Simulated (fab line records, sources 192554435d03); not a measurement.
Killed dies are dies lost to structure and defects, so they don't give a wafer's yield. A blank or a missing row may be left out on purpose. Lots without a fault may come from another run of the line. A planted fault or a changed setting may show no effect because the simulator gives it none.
Chamber matching | flow n5_finfet | N5_BEOL_M13_DEP_53 on pecvd-04: 3 sister chambers
The step deposits SiCN from 3MS/NH3, target thk 50 nm, time 17.8 s. 6 wafers are shown with their chamber, then 11 later ones without.

WAFERS WITH THEIR CHAMBER
wafer  | chamber | throttle_valve_pct (%) | showerhead_plenum_p_Torr (Torr)
L079.2 | 1       | 18.6                   | 4.180
L088.6 | 2       | 17.1                   | 4.168
L090.2 | 0       | 17.4                   | 4.206
L090.4 | 0       | 17.4                   | 4.208
L090.6 | 1       | 18.6                   | 4.166
L093.2 | 2       | 17.2                   | 4.182

WAFERS WITHOUT THEIR CHAMBER
wafer  | throttle_valve_pct (%) | showerhead_plenum_p_Torr (Torr)
L093.4 | 17.0                   | 4.214
L093.5 | 17.0                   | 4.177
L091.2 | 17.3                   | 4.169
L091.4 | 18.6                   | 4.171
L091.5 | 17.0                   | 4.165
L095.2 | 17.2                   | 4.164
L095.3 | 17.1                   | 4.193
L095.5 | 18.6                   | 4.176
L097.2 | 17.3                   | 4.175
L097.3 | 17.3                   | 4.190
L097.5 | 17.0                   | 4.169

WHICH CHAMBER EACH WENT THROUGH
wafer  | from the rows above     | in truth
L093.4 | 2                       | 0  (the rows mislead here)
L093.5 | 2                       | 2
L091.2 | can't be placed: 2 or 0 | 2
L091.4 | 1                       | 1
L091.5 | 2                       | 2
L095.2 | 2                       | 2
L095.3 | 2                       | 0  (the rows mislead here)
L095.5 | 1                       | 1
L097.2 | can't be placed: 2 or 0 | 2
L097.3 | can't be placed: 0 or 2 | 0
L097.5 | 2                       | 2
Placed correctly: 6 of 11. Can't be placed from these rows: 3 (the true chamber is among the candidates in 3). Placed wrongly: 2.
How it was worked out, from the rows above alone: a wafer's distance from a chamber is the root of the sum, over the readings, of the square of ((its reading less the chamber's mean) divided by the reading's scatter). The wafer belongs to the nearest chamber; if the next one is less than 2 further off, it can't be placed. A chamber's mean is the mean of its shown wafers. The scatter: the root of (the sum of the squares of (reading less its chamber's mean) over the shown wafers, divided by (wafers less chambers)).
